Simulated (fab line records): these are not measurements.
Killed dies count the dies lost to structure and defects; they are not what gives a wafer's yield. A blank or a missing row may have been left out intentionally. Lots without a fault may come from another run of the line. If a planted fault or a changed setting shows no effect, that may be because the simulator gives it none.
Which tool is to blame?	flow n5Finfet	27 wafers from 9 lots sampled at 6 of the route's 1938 steps

== WHAT THE GAUGES SHOWED, per wafer ==
N5_SD_ACTIVATION_RS_MEAS_03: the measuring method here is four-point-probe. Usual: RS_SD_N 22.0 ohm/sq, standard deviation 0.33; RS_SD_P 55.9 ohm/sq, standard deviation 0.81.
lot	measured	on	RS_SD_N (ohm/sq)	RS_SD_P (ohm/sq)	flag
L855	day 3 14:08	filmMetro-01	21.5 21.5 21.8	55.1 55.2 54.7	
L857	day 4 01:50	filmMetro-02	22.5 22.5 22.6	54.9 56.0 55.4	
L859	day 4 11:52	filmMetro-01	22.0 22.0 22.1	55.3 54.9 55.0	
L863	day 5 10:28	filmMetro-02	22.5 22.1 21.8	55.9 55.2 55.4	
L864	day 5 16:17	filmMetro-02	21.9 22.3 22.2	355.8 350.1 354.3	OFF
L865	day 5 21:43	filmMetro-02	22.1 22.1 22.0	369.8 369.0 365.1	OFF
L866	day 6 07:44	filmMetro-02	22.3 21.7 21.9	54.7 56.0 55.1	
L877	day 8 23:03	filmMetro-01	22.0 22.1 22.0	55.1 55.1 55.3	
L878	day 9 04:06	filmMetro-02	22.3 22.1 22.1	56.3 54.9 54.9	

N5_BEOL_M4_RC_MEAS_101. Usual: DIBL_N 36.6 mV/V, standard deviation 1.9; DIBL_P 36.7 mV/V, standard deviation 2.2; IOFF_N 0.16 nA/um, standard deviation 0.035; IOFF_P 0.22 nA/um, standard deviation 0.038; IOFF_P_85C 3.8 nA/um, standard deviation 0.55; IOFF_P_LIN 0.104 nA/um, standard deviation 0.014; ION_N 672 uA/um, standard deviation 14; ION_P 462 uA/um, standard deviation 8.3; RC_DENSE_P 23.7 ohm.um, standard deviation 0.62; RC_P 19.3 ohm.um, standard deviation 0.48; REXT_P 100.5 ohm.um, standard deviation 2.1; RS_SD_P 65.5 ohm/sq, standard deviation 0.94; SS_N 71.6 mV/dec, standard deviation 0.65; SS_P 73.5 mV/dec, standard deviation 0.72; VT_N 250 mV, standard deviation 3.5; VT_P -250 mV, standard deviation 3.1; VT_P_LVT -98.3 mV, standard deviation 3.
lot	measured	on	DIBL_N (mV/V)	DIBL_P (mV/V)	IOFF_N (nA/um)	IOFF_P (nA/um)	IOFF_P_85C (nA/um)	IOFF_P_LIN (nA/um)	ION_N (uA/um)	ION_P (uA/um)	RC_DENSE_P (ohm.um)	RC_P (ohm.um)	REXT_P (ohm.um)	RS_SD_P (ohm/sq)	SS_N (mV/dec)	SS_P (mV/dec)	VT_N (mV)	VT_P (mV)	VT_P_LVT (mV)	flag
L855	day 9 11:10	prober-01	39.2 37.5 33.2	40.5 39.0 32.6	0.22 0.17 0.10	0.34 0.29 0.18	5.4 4.7 3.2	0.147 0.129 0.094	686 677 646	483 471 455	23.7 24.3 23.8	19.4 19.7 19.3	97.8 98.0 98.1	63.9 64.5 63.8	71.1 71.0 69.9	74.5 73.9 72.5	243 247 255	-239 -244 -252	-91.4 -94.5 -99.7	
L857	day 10 02:23	prober-02	37.3 33.2 34.2	37.3 32.7 34.5	0.16 0.11 0.13	0.25 0.18 0.20	4.3 3.2 3.6	0.119 0.093 0.101	690 685 676	480 474 477	23.0 23.5 23.2	18.9 19.1 18.9	99.8 99.2 99.6	65.4 65.7 64.6	71.2 70.0 70.5	73.6 72.5 72.5	248 253 251	-247 -250 -249	-97.0 -99.4 -97.7	
L859	day 9 15:41	prober-02	36.5 34.4 33.4	36.7 34.7 32.6	0.15 0.12 0.11	0.19 0.16 0.14	3.4 2.9 2.6	0.087 0.079 0.070	653 667 650	448 453 442	24.1 24.9 24.0	19.7 19.9 19.4	102.6 103.6 103.4	64.4 64.9 65.0	71.6 71.0 70.7	73.3 72.7 71.6	254 254 257	-258 -257 -257	-103.3 -104.4 -105.8	
L863	day 10 22:46	prober-01	36.2 36.9 35.3	36.5 37.1 35.5	0.14 0.16 0.13	0.21 0.23 0.20	3.6 3.8 3.5	0.098 0.106 0.098	674 673 674	459 467 465	24.2 22.6 23.7	19.7 18.6 19.4	101.7 100.3 101.4	65.8 65.3 65.2	71.4 71.7 71.0	73.3 74.2 73.5	256 251 251	-252 -245 -250	-102.3 -99.9 -101.5	
L864	day 11 09:17	prober-02	36.3 37.3 36.5	26.8 27.7 27.8	0.15 0.16 0.16	0.07 0.08 0.07	1.4 1.6 1.5	0.043 0.046 0.045	678 659 681	328 322 324	92.4 93.6 96.4	75.9 76.4 78.2	397.1 391.5 398.5	373.9 365.3 374.4	71.1 71.4 71.4	71.4 71.9 71.8	252 250 247	-268 -265 -267	-117.3 -116.1 -117.1	OFF
L865	day 11 17:17	prober-02	34.1 33.8 33.7	23.2 22.5 22.3	0.13 0.12 0.12	0.06 0.05 0.05	1.2 1.2 1.2	0.038 0.037 0.036	650 656 642	309 313 303	99.9 103.8 101.0	80.9 84.4 81.8	411.7 410.7 409.9	379.5 382.6 389.6	71.7 71.4 71.3	70.8 70.9 70.8	254 256 258	-270 -269 -268	-118.8 -119.5 -120.3	OFF
L866	day 11 14:56	prober-01	32.7 36.4 33.4	34.8 38.2 34.6	0.12 0.18 0.12	0.18 0.23 0.18	3.2 3.8 3.2	0.093 0.107 0.090	655 670 665	459 466 460	23.5 23.3 22.4	19.3 19.1 18.2	98.7 98.8 98.4	65.2 65.8 65.3	70.9 72.2 71.6	72.7 73.1 72.6	252 249 253	-252 -249 -252	-100.8 -98.2 -100.7	
L877	day 14 07:49	prober-02	38.0 39.0 37.8	37.2 39.1 36.6	0.19 0.23 0.18	0.26 0.31 0.25	4.3 4.9 4.2	0.120 0.133 0.116	699 682 674	472 467 463	24.3 24.2 24.5	19.8 20.0 20.0	103.2 105.0 102.8	64.4 64.5 64.8	71.8 71.8 72.4	73.5 74.1 73.6	249 245 248	-244 -244 -245	-94.9 -93.2 -94.8	
L878	day 14 16:10	prober-01	37.0 36.8 38.7	38.4 38.0 39.6	0.17 0.17 0.20	0.22 0.24 0.26	3.9 4.1 4.3	0.104 0.109 0.113	674 676 694	467 459 470	24.1 23.2 25.2	19.6 19.0 20.5	102.0 99.8 100.9	66.6 64.7 65.1	71.4 72.2 72.2	73.3 74.1 73.6	251 248 249	-250 -248 -248	-97.6 -96.4 -96.3	

== TOOL THAT RAN EACH LOT (tool first, then ch and the chambers of the sampled wafers, then the start) ==
lot	N5_SD_EPI_P_SD_RECESS_17	N5_SD_EPI_P_EPI_21	N5_ILD0_CMP_07	N5_ILD0_CMP_12
L855	rieSi-01 ch 2,3, day 3 10:38	epiRpcvd-03 ch 0, day 3 11:40	cmp-04 ch 0,1, day 3 17:34	cmp-02 ch 0,1,2, day 3 20:51
L857	rieSi-04 ch 0,1,2, day 3 22:18	epiRpcvd-03 ch 0, day 3 23:20	cmp-04 ch 0,1, day 4 04:51	cmp-04 ch 0,2,3, day 4 08:09
L859	rieSi-03 ch 1,2,3, day 4 08:23	epiRpcvd-02 ch 0, day 4 09:03	cmp-04 ch 1,2,3, day 4 15:10	cmp-04 ch 1,2,3, day 4 18:35
L863	rieSi-01 ch 1,2,3, day 5 06:57	epiRpcvd-03 ch 0, day 5 08:20	cmp-02 ch 0,1,2, day 5 13:35	cmp-02 ch 1,2, day 5 17:48
L864	rieSi-01 ch 1,2, day 5 12:47	epiRpcvd-03 ch 0, day 5 13:49	cmp-01 ch 0,2,3, day 5 19:21	cmp-04 ch 0,1,3, day 5 22:40
L865	rieSi-03 ch 0,1,2, day 5 18:13	epiRpcvd-03 ch 0, day 5 18:53	cmp-01 ch 1,2, day 6 00:45	cmp-01 ch 1,3, day 6 04:00
L866	rieSi-04 ch 0,1,3, day 6 03:16	epiRpcvd-04 ch 0, day 6 05:29	cmp-04 ch 2,3, day 6 10:52	cmp-02 ch 2,3, day 6 14:15
L877	rieSi-03 ch 0,1,2, day 8 19:32	epiRpcvd-03 ch 0, day 8 20:34	cmp-01 ch 0,1, day 9 02:40	cmp-01 ch 0,1,3, day 9 06:04
L878	rieSi-04 ch 0,1,2, day 9 00:31	epiRpcvd-02 ch 0, day 9 01:54	cmp-02 ch 0,3, day 9 07:07	cmp-02 ch 0,2, day 9 10:22
- N5_SD_EPI_P_SD_RECESS_17: chemistry HBr/Cl2/O2, target depth 39.1 nm, bt time 3 s.
- N5_SD_EPI_P_EPI_21: deposits SiGe:B, time 355 s.
- N5_ILD0_CMP_07: polishes SiO2 flowable, stops on poly-Si, t overpolish 1.18 s, target thk 138.88 nm.
- N5_ILD0_CMP_12: polishes SiNx, stops on poly-Si, t overpolish 6 s, target thk 17.67 nm.

== AS READ BY THE TOOLS THEMSELVES (means over the sampled wafers that have a number; for cases with no such wafer, the mark the record gives instead) ==
N5_SD_EPI_P_SD_RECESS_17. Usual: drypumpMotorCurrentA 5.9 A, standard deviation 0.5; oesProductAu 0.998 a.u., standard deviation 0.017; throttleValvePct 37.0 %, standard deviation 0.33.
lot	tool	drypumpMotorCurrentA (A)	oesProductAu (a.u.)	throttleValvePct (%)	flag
L855	rieSi-01	6.1	0.982	37.2	
L857	rieSi-04	6.2	1.024	37.1	
L859	rieSi-03	6.2	0.996	37.1	
L863	rieSi-01	5.6	0.987	36.9	
L864	rieSi-01	5.8	0.984	36.9	
L865	rieSi-03	5.8	0.991	36.9	
L866	rieSi-04	6.0	1.010	37.2	
L877	rieSi-03	5.8	0.989	37.0	
L878	rieSi-04	6.2	1.018	37.2	

N5_SD_EPI_P_EPI_21. Usual: susceptorTempC 549.93 C, standard deviation 0.27.
lot	tool	susceptorTempC (C)	flag
L855	epiRpcvd-03	549.77	
L857	epiRpcvd-03	550.30	
L859	epiRpcvd-02	549.94	
L863	epiRpcvd-03	550.10	
L864	epiRpcvd-03	550.16	
L865	epiRpcvd-03	549.79	
L866	epiRpcvd-04	549.65	
L877	epiRpcvd-03	549.54	
L878	epiRpcvd-02	550.18	

N5_ILD0_CMP_07. Usual: motorCurrentA 12.5 A, standard deviation 1.5.
lot	tool	motorCurrentA (A)	flag
L855	cmp-04	12.5	
L857	cmp-04	12.7	
L859	cmp-04	12.9	
L863	cmp-02	13.1	
L864	cmp-01	13.0	
L865	cmp-01	10.7	
L866	cmp-04	12.6	
L877	cmp-01	11.6	
L878	cmp-02	14.3	

N5_ILD0_CMP_12. Usual: motorCurrentA 9.2 A, standard deviation 1.1; overpolishRunS 6.000 s, standard deviation 0.0089; timeToEndpointS 27.7 s, standard deviation 2.3.
lot	tool	motorCurrentA (A)	overpolishRunS (s)	timeToEndpointS (s)	flag
L855	cmp-02	9.5	6.006	28.9	
L857	cmp-04	8.7	5.994	28.0	
L859	cmp-04	9.5	5.998	28.5	
L863	cmp-02	9.2	6.000	24.5	
L864	cmp-04	8.7	6.003	27.1	
L865	cmp-01	9.3	5.998	28.7	
L866	cmp-02	9.4	6.001	24.5	
L877	cmp-01	9.6	6.002	29.6	
L878	cmp-02	9.7	5.995	26.6	

== THE ANSWER, worked out from the rows above alone ==
Rule: a lot counts as off when the mean over its wafers that have a number is more than 3 standard deviations away from the usual mean. A lot without any number at a reading at which 4 lots or more have one is off too. The other lots that the step has rows for count as sound. Order of review: gauges by route order, followed by the tools' own readings, for which a lot's mean as printed above is used. The first step at which some lot is off is used, and at that step the reading that is off furthest; a lot without a number counts as furthest.
Off: L864, L865, at N5_SD_ACTIVATION_RS_MEAS_03 (RS_SD_P).
A tool fits if, at a process step before that reading, it ran every lot that is off, and no sound lot after the first of them. Not tried: the gauges at N5_SD_ACTIVATION_RS_MEAS_03; whatever is off there is also off at N5_BEOL_M4_RC_MEAS_101, on other tools, and gauge error can't account for it. Not one of the candidates tried fits.

== WHAT THE SIMULATOR PUT IN ==
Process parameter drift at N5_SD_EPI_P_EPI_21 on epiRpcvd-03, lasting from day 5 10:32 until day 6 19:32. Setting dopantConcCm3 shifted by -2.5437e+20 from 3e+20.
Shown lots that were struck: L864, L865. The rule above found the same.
